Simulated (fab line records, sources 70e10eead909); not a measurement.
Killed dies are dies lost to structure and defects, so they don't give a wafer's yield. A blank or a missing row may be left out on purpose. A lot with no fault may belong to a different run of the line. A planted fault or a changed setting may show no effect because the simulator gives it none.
fab line records | flow nand-harc
record lots=14 wafers=42 last-day=33
route steps=1302 shown A_CONTACT@1025
lots untouched by any fault: they come from a run of this same line in which no faults occurred
start-h: hours from the record's opening day to when the first of the lot's shown wafers began | wait-h: hours since the lot's step before | " repeats the value in the row above | L1.1+2: a row that stands for several wafers | - value missing, or start not given | * or withheld: withheld | < > ~ a bound
route shown NAME@n: NAME is a module with steps in the file, n the number in the route of the first one | usual: average and standard deviation across the fault-free wafers | same: alike in all rows | chamber/n: place in a boat | sites: per-site readings | _std_site: standard deviation across them | _edge_site: the outer-site mean with the inner-site mean subtracted | radius-mm: how far each site lies from the wafer's centre | mask NAME#n: copy n | behind: the tool/chamber that last shaped the wafer | hold: why the lot went on hold/how many hours it stayed there/how the hold came to an end | device: the transistor (n, p or np) that didn't switch | end of line: the tests these same wafers got at the end of their route | for a step that has no rows: nothing shown but its recipe | killed: count of dies lost to structure and defects at first sort (not the wafer's yield) | map: shows each die of a wafer: x if killed, . if not, _ if none is there
set.NAME: the run value of the setting; set.NAME@STEP: its run value at that earlier step | model.NAME: the simulator's own value behind a step, which no gauge read
a sample of lots followed through the steps of the route, with each step as a table and each wafer as a row
services: when a tool's chamber went out of use (start-h, in hours from the record's first day, below 0 if earlier), for how many hours, and the reason
## steps
# step NHARC_A_CONTACT_STRIP_55
# recipe o2-flow-sccm=500 ar-flow-sccm=0 bias-w=0 chemistry=O2
# usual drypump-motor-current-A=6.2/0.35 oes-product-au=0.998/0.011 rf-vpp-V=57.6/0.86 showerhead-plenum-p-Torr=3.50/0.17 throttle-valve-pct=17.037/0.0089
# columns lot.wafer tool chamber start-h wait-h drypump-motor-current-A oes-product-au rf-hours-counter-h rf-vpp-V showerhead-plenum-p-Torr throttle-valve-pct
L402.1 rie-diel-10 1 - - 6.0 1.012 10 59.7 3.62 17.045
L402.5 " 3 " " 6.6 0.987 - 56.7 3.35 17.048
L402.6 " 0 " " 6.1 1.001 - 56.8 3.72 17.032
L403.1 rie-diel-10 3 - - 6.6 0.986 14 56.7 3.35 17.043
L403.5 " 2 " " 6.5 0.998 - 56.6 3.33 17.043
L403.6 " 3 " " 6.6 0.992 - 58.8 3.35 17.035
L405.1 rie-diel-11 1 - - 5.5 0.994 29 57.2 3.47 17.036
L405.4 " 2 " " 5.7 1.017 27 57.0 3.28 17.039
L405.6 " 1 " " 5.5 0.990 - 58.0 3.47 17.023
L406.1 rie-diel-10 2 - - 6.5 0.975 17 57.0 3.33 17.030
L406.4 " 3 " " 6.6 0.977 18 57.3 3.35 17.041
L406.5 " 1 " " 6.0 0.997 - 59.4 3.61 17.035
L415.3 rie-diel-11 3 - - 6.5 1.008 54 59.0 3.74 17.037
L415.4 " 2 " " 5.7 1.015 55 58.1 3.27 17.044
L415.5 " 0 " " 5.8 1.004 - 56.7 3.51 17.023
L414.3 rie-diel-11 2 - - 5.7 1.013 55 57.7 3.27 17.034
L414.6 " 3 " " 6.5 0.983 - 58.7 3.75 17.040
L414.5 " 0 " " 5.8 0.989 - 57.1 3.51 17.028
L419.3 rie-diel-10 2 - - 6.5 0.988 10 57.7 3.32 17.036
L419.1 " 0 " " 6.1 1.010 10 57.1 3.70 17.048
L419.6 " 1 " " 6.0 0.995 - 57.6 3.60 17.031
L418.3 rie-diel-11 1 - - 5.5 1.012 15 56.4 3.45 17.042
L418.6 " 1 " " 5.5 1.007 - 56.7 3.45 17.037
L418.5 " 2 " " 5.7 1.003 - 59.2 3.80 17.049
L420.3 rie-diel-03 1 - - 6.0 1.001 10 58.1 3.30 17.043
L420.4 " 2 " " 6.7 0.987 11 58.5 3.74 17.026
L420.6 " 0 " " 6.3 0.995 - 57.0 3.33 17.033
L421.1 rie-diel-03 3 - - 6.3 0.997 12 57.4 3.41 17.026
L421.2 " 0 " " 6.4 1.002 12 57.0 3.33 17.024
L421.3 " 2 " " 6.7 0.991 11 56.7 3.74 17.030
L423.1 rie-diel-03 0 - - 6.4 0.998 18 57.6 3.33 17.047
L423.2 " 1 " " 6.1 1.010 17 55.9 3.30 17.049
L423.4 " 3 " " 6.3 1.010 17 56.9 3.41 17.042
L422.4 rie-diel-10 1 - - 6.0 1.005 17 57.2 3.60 17.026
L422.6 " 3 " " 6.6 0.982 - 57.8 3.34 17.049
L422.5 " 0 " " 6.1 0.998 - 57.7 3.70 17.036
L424.3 rie-diel-03 3 - - 6.3 1.008 23 57.8 3.41 17.052
L424.5 " 3 " " 6.3 0.999 - 57.6 3.41 17.027
L424.4 " 0 " " 6.3 0.996 - 58.1 3.33 17.046
L425.4 rie-diel-10 2 - - 6.5 0.977 19 58.3 3.31 17.019
L425.5 " 2 " " 6.5 0.993 - 57.2 3.31 17.051
L425.6 " 3 " " 6.6 0.976 - 55.9 3.34 17.032
# step NHARC_A_CONTACT_ETCH_77
# recipe target-depth-a=1089 time-s=54.5 cf4-flow-sccm=100 chf3-flow-sccm=30 ar-flow-sccm=0 rf-w=500 bias-w=200 chemistry=CF4/CHF3
# usual bias-w=200.1/0.6 cf4-flow-sccm=100.0/0.3 drypump-motor-current-A=6.2/0.32 oes-product-au=0.943/0.024 rf-vpp-V=370.2/2.7 showerhead-plenum-p-Torr=1.56/0.076 throttle-valve-pct=16.803/0.0085
# columns lot.wafer tool chamber start-h wait-h bias-w cf4-flow-sccm drypump-motor-current-A oes-product-au rf-hours-counter-h rf-vpp-V showerhead-plenum-p-Torr throttle-valve-pct
L402.1 rie-diel-11 3 - - 201.2 100.3 6.5 0.922 22 373.1 1.68 16.801
L402.5 " 0 " " 199.9 99.1 5.8 0.922 - 372.1 1.58 16.797
L402.6 " 1 " " 200.3 100.0 5.5 0.927 - 369.4 1.55 16.812
L403.1 rie-diel-10 3 - - 201.1 99.9 6.6 0.914 14 367.2 1.50 16.798
L403.5 " 2 " " 201.0 100.1 6.5 0.908 - 369.2 1.48 16.788
L403.6 " 3 " " 200.5 100.4 6.6 0.918 - 368.8 1.49 16.812
L405.4 rie-diel-10 3 - - 200.0 100.3 6.6 0.928 16 368.3 1.49 16.820
L405.1 " 0 " " 199.1 100.1 6.1 0.937 15 373.6 1.66 16.798
L405.6 " 3 " " 199.1 99.9 6.6 0.925 - 367.2 1.49 16.796
L406.4 rie-diel-10 2 - - 199.8 99.9 6.5 0.918 19 367.8 1.48 16.807
L406.1 " 3 " " 199.7 99.7 6.6 0.911 19 366.8 1.49 16.806
L406.5 " 1 " " 199.9 100.8 6.0 0.926 - 372.4 1.61 16.812
L415.4 rie-diel-10 2 - - 199.6 99.8 6.5 0.964 1 367.9 1.48 16.816
L415.3 " 3 " " 199.5 100.0 6.6 0.933 2 367.9 1.49 16.816
L415.5 " 2 " " 199.8 99.9 6.5 0.957 - 367.7 1.48 16.799
L414.3 rie-diel-10 2 - - 200.2 99.8 6.5 0.956 2 366.5 1.48 16.796
L414.5 " 1 " " 200.6 100.3 6.0 0.966 - 371.1 1.61 16.813
L414.6 " 2 " " 200.0 100.2 6.5 0.948 - 367.3 1.48 16.798
L419.1 rie-diel-03 0 - - 200.4 100.0 6.4 0.963 5 368.0 1.49 16.801
L419.3 " 2 " " 200.0 99.8 6.7 0.970 6 375.0 1.67 16.803
L419.6 " 3 " " 200.4 99.9 6.3 0.965 - 370.3 1.52 16.805
L418.3 rie-diel-10 2 - - 199.8 99.3 6.5 0.966 12 367.2 1.48 16.800
L418.6 " 0 " " 200.7 99.9 6.1 0.974 - 374.8 1.65 16.807
L418.5 " 1 " " 200.2 100.3 6.0 0.978 - 373.1 1.61 16.795
L420.3 rie-diel-10 1 - - 200.2 99.6 6.0 0.988 13 370.6 1.61 16.795
L420.4 " 0 " " 199.8 100.1 6.1 0.983 14 373.5 1.65 16.787
L420.6 " 2 " " 200.4 99.8 6.5 0.947 - 366.8 1.48 16.794
L421.2 rie-diel-10 0 - - 198.7 100.1 6.1 0.973 15 373.4 1.65 16.802
L421.3 " 1 " " 200.8 100.1 6.1 0.949 14 371.6 1.60 16.793
L421.1 " 3 " " 201.1 99.8 6.6 0.956 14 367.2 1.49 16.801
L423.4 rie-diel-03 2 - - 200.1 100.0 6.7 0.910 16 373.9 1.67 16.794
L423.2 " 3 " " 199.8 100.8 6.3 0.921 18 368.1 1.52 16.811
L423.1 " 1 " " 199.4 99.6 6.0 0.933 18 367.2 1.47 16.800
L422.4 rie-diel-11 2 - - 200.3 100.2 5.7 0.932 23 373.7 1.69 16.802
L422.5 " 2 " " 200.3 100.3 5.7 0.923 - 374.2 1.69 16.815
L422.6 " 3 " " 200.6 100.3 6.5 0.934 - 374.3 1.66 16.797
L424.3 rie-diel-10 3 - - 199.3 100.1 6.6 0.970 19 368.2 1.49 16.803
L424.4 " 0 " " 200.3 100.3 6.1 0.990 19 374.1 1.65 16.801
L424.5 " 0 " " 200.2 99.7 6.1 0.977 - 373.3 1.65 16.806
L425.4 rie-diel-11 1 - - 200.4 100.3 5.5 0.967 31 369.5 1.53 16.804
L425.6 " 0 " " 199.9 99.7 5.8 0.962 - 370.7 1.56 16.808
L425.5 " 1 " " 200.1 100.2 5.5 0.956 - 369.7 1.53 16.801
# step NHARC_A_CONTACT_ETCH_130
# recipe source-w=withheld pressure-mtorr=20 bias-v=3000 time-s=197 target-depth-a=19180 ar-flow-sccm=withheld c4f8-flow-sccm=withheld o2-flow-sccm=withheld chemistry=C4F8/O2/Ar
# usual chamber-pressure-mTorr=20.001/0.018 oes-air-line-au=1.004/0.021
# columns lot.wafer tool chamber start-h wait-h chamber-pressure-mTorr oes-air-line-au rf-hours-counter-h
L402.1 har-cap-etch-03 1 512.98 0.2 19.998 1.002 43
L402.5 " 1 " " 19.981 1.020 -
L402.6 " 0 " " 20.010 0.998 -
L403.1 har-cap-etch-02 0 522.24 0.1 19.969 1.004 88
L403.5 " 1 " " 20.001 1.042 -
L403.6 " 0 " " 20.009 0.997 -
L405.1 har-cap-etch-02 1 530.07 0.1 20.000 1.004 90
L405.4 " 1 " " 19.997 0.999 -
L405.6 " 1 " " 19.970 1.003 -
L406.1 har-cap-etch-01 0 546.68 0.1 19.971 1.013 8
L406.4 " 0 " " 19.996 0.974 -
L406.5 " 0 " " 20.018 1.001 -
L415.4 har-cap-etch-01 1 614.90 0.1 - - -
L415.3 " 0 " " - - -
L415.5 " 0 " " - - -
L414.3 har-cap-etch-02 1 616.12 0.1 - - -
L414.6 " 0 " " - - -
L414.5 " 1 " " - - -
L419.1 har-cap-etch-03 1 660.24 0.1 20.021 1.008 72
L419.3 " 1 " " 19.987 1.045 -
L419.6 " 1 " " 19.987 1.024 -
L418.3 har-cap-etch-01 0 671.36 0.1 19.981 1.008 -
L418.6 " 1 " " 19.979 1.028 -
L418.5 " 0 " " 19.968 1.029 -
L420.3 har-cap-etch-02 0 688.27 0.1 19.967 1.004 -
L420.4 " 1 " " 19.964 0.997 -
L420.6 " 1 " " 20.034 0.992 -
L421.2 har-cap-etch-03 0 689.49 0.1 19.965 1.007 77
L421.1 " 1 " " 20.024 1.036 77
L421.3 " 0 " " 20.001 1.012 -
L423.1 har-cap-etch-03 1 703.99 0.1 20.014 0.991 80
L423.2 " 0 " " 20.002 1.018 80
L423.4 " 0 " " 20.011 1.020 -
L422.4 har-cap-etch-02 1 706.18 0.1 19.997 0.988 -
L422.5 " 1 " " 19.993 0.980 -
L422.6 " 0 " " 20.019 0.987 -
L424.3 har-cap-etch-01 0 724.89 0.1 20.006 1.004 -
L424.4 " 1 " " 20.006 0.993 -
L424.5 " 0 " " 20.005 0.969 -
L425.4 har-cap-etch-03 0 725.91 0.1 20.024 0.970 -
L425.5 " 0 " " 20.002 0.970 -
L425.6 " 1 " " 20.003 0.998 -
# step NHARC_A_CONTACT_ETCH_91
# recipe target-depth-a=400 over-etch-frac=0.5 time-s=85.7 ion-energy-ev=120 ch3f-flow-sccm=50 o2-flow-sccm=30 ar-flow-sccm=200 rf-w=500 bias-w=100 chemistry=CH3F/O2
# usual bias-w=100.0/0.32 ch3f-flow-sccm=50.00/0.15 drypump-motor-current-A=6.2/0.31 oes-product-au=0.936/0.027 rf-vpp-V=244.1/1.9 showerhead-plenum-p-Torr=2.45/0.12 throttle-valve-pct=20.663/0.0085
# same over-etch-frac=0.5
# columns lot.wafer tool chamber start-h wait-h bias-w ch3f-flow-sccm drypump-motor-current-A oes-product-au rf-hours-counter-h rf-vpp-V showerhead-plenum-p-Torr throttle-valve-pct
L402.1 rie-diel-03 3 514.39 0.7 100.0 50.25 6.3 1.004 12 242.2 2.40 20.667
L402.6 " 1 " " 100.5 49.79 6.0 1.015 - 242.6 2.32 20.669
L402.5 " 2 " " 99.5 49.86 6.7 0.995 - 246.7 2.63 20.658
L403.1 rie-diel-10 3 523.57 0.7 99.6 49.88 6.6 0.926 15 241.3 2.33 20.665
L403.5 " 0 " " 100.3 50.29 6.1 0.940 - 245.5 2.59 20.663
L403.6 " 1 " " 99.5 49.93 6.0 0.933 - 246.0 2.52 20.653
L405.4 rie-diel-10 3 531.36 0.5 100.7 49.70 6.6 0.920 17 242.9 2.33 20.654
L405.1 " 2 " " 99.8 49.96 6.5 0.920 17 242.1 2.32 20.674
L405.6 " 3 " " 100.3 49.71 6.6 0.910 - 242.3 2.33 20.671
L406.4 rie-diel-10 0 547.99 0.5 100.6 50.10 6.1 0.936 19 245.3 2.59 20.676
L406.1 " 1 " " 99.7 49.82 6.0 0.937 18 244.2 2.52 20.663
L406.5 " 3 " " 100.0 50.37 6.6 0.913 - 242.0 2.33 20.654
L415.3 rie-diel-10 2 616.16 0.5 99.2 49.97 6.5 0.917 3 241.8 2.31 20.653
L415.4 " 3 " " 99.5 49.92 6.6 0.905 4 242.5 2.33 20.657
L415.5 " 3 " " 100.0 49.72 6.6 0.910 - 242.7 2.33 20.654
L414.3 rie-diel-03 0 617.37 0.5 99.8 50.20 6.3 0.922 51 241.4 2.33 20.679
L414.5 " 2 " " 100.3 50.09 6.7 0.917 - 247.3 2.62 20.648
L414.6 " 3 " " 99.8 50.03 6.2 0.925 - 242.7 2.38 20.667
L419.1 rie-diel-10 1 661.53 0.7 100.5 50.02 6.0 0.934 10 245.4 2.51 20.658
L419.3 " 2 " " 99.6 50.04 6.5 0.917 11 241.5 2.31 20.661
L419.6 " 0 " " 100.0 50.11 6.1 0.933 - 246.8 2.58 20.664
L418.3 rie-diel-10 1 672.60 0.5 100.5 49.99 6.0 0.978 12 243.2 2.51 20.669
L418.6 " 0 " " 100.1 50.03 6.1 0.961 - 245.4 2.58 20.670
L418.5 " 1 " " 99.9 50.01 6.1 0.973 - 244.7 2.51 20.666
L420.4 rie-diel-10 0 689.56 0.5 99.9 50.03 6.1 0.931 16 246.1 2.58 20.659
L420.3 " 1 " " 99.7 50.08 6.0 0.930 15 244.6 2.51 20.662
L420.6 " 3 " " 100.3 49.85 6.6 0.911 - 242.5 2.32 20.672
L421.1 rie-diel-03 2 690.81 0.7 99.6 50.05 6.7 0.917 13 245.0 2.61 20.680
L421.3 " 3 " " 100.3 49.78 6.3 0.917 15 243.8 2.38 20.660
L421.2 " 1 " " 100.0 49.93 6.0 0.929 14 243.2 2.30 20.658
L423.1 rie-diel-03 3 705.31 0.7 99.9 49.89 6.3 0.925 19 241.6 2.37 20.668
L423.2 " 1 " " 99.8 50.03 6.0 0.933 19 241.7 2.29 20.671
L423.4 " 2 " " 99.7 49.78 6.7 0.915 17 246.6 2.61 20.672
L422.4 rie-diel-11 1 707.45 0.6 100.2 50.15 5.5 0.942 25 243.0 2.40 20.671
L422.6 " 0 " " 100.1 50.02 5.8 0.928 - 244.3 2.44 20.673
L422.5 " 1 " " 100.2 50.17 5.5 0.936 - 242.9 2.40 20.672
L424.3 rie-diel-11 3 726.15 0.6 99.8 50.14 6.5 0.932 34 247.0 2.60 20.653
L424.4 " 2 " " 101.2 49.95 5.7 0.923 30 246.5 2.65 20.653
L424.5 " 3 " " 100.3 50.01 6.5 0.933 - 246.9 2.60 20.647
L425.4 rie-diel-10 1 727.18 0.6 99.7 49.93 6.0 0.935 20 245.7 2.51 20.659
L425.6 " 0 " " 100.3 50.03 6.1 0.917 - 244.6 2.58 20.670
L425.5 " 1 " " 99.8 49.85 6.0 0.929 - 246.6 2.51 20.655
## services
# columns tool chamber start-h hours kind
har-cap-etch-01 - 497.00 17.0 pm
rie-diel-10 0 502.25 - clean
rie-diel-10 1 502.25 - clean
rie-diel-10 2 502.25 - clean
rie-diel-10 3 502.25 - clean
rie-diel-10 0 526.75 - clean
rie-diel-10 1 526.75 - clean
rie-diel-10 2 526.75 - clean
rie-diel-10 3 526.75 - clean
rie-diel-10 0 551.25 - clean
rie-diel-10 1 551.25 - clean
rie-diel-10 2 551.25 - clean
rie-diel-10 3 551.25 - clean
har-cap-etch-01 - 556.44 1.4 repair
rie-diel-10 3 584.32 14.6 repair
rie-diel-03 3 593.75 15.1 repair
rie-diel-10 - 596.77 9.0 pm
rie-diel-11 - 609.53 9.0 pm
har-cap-etch-02 - 624.21 1.0 repair
rie-diel-10 3 632.89 4.0 repair
rie-diel-03 - 635.43 9.0 pm
rie-diel-03 - 679.03 0.6 repair
rie-diel-03 0 689.40 2.4 repair
rie-diel-03 1 716.53 9.4 repair
## key
first-sign step=NHARC_A_CONTACT_ETCH_130 reading=tool-record direction=missing
effect none on later readings
met-at NHARC_A_CONTACT_ETCH_130
struck-lots L414,L415
later-rows-left-out L414.3,L414.5,L414.6,L415.3,L415.4,L415.5
sort-left-out L414.3,L414.5,L414.6,L415.3,L415.4,L415.5
tester-left-out L414,L415
not-acting-at NHARC_A_CONTACT_STRIP_55,NHARC_A_CONTACT_ETCH_77,NHARC_A_CONTACT_ETCH_91
onset-between 546.68 614.90
fault kind=skipped-step-whole tool=har-cap-etch-01,har-cap-etch-02 chamber=- onset-h=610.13 steps=NHARC_A_CONTACT_ETCH_130 scope=struck-lots-only
# tester-left-out: of these lots the tester's yield and bins aren't shown, on N5 and GAA mostly nor the transistor test; their killed dies are dies lost to structure and defects alone, not to doping, threshold or leakage, so they don't give the yield
# sort-left-out: the simulated sort isn't trusted on such a fault, so these wafers' sort isn't shown, and their yield isn't known
# later-rows-left-out: the simulator's readings of these wafers behind a module that went badly wrong aren't trusted and aren't shown, but for the sort
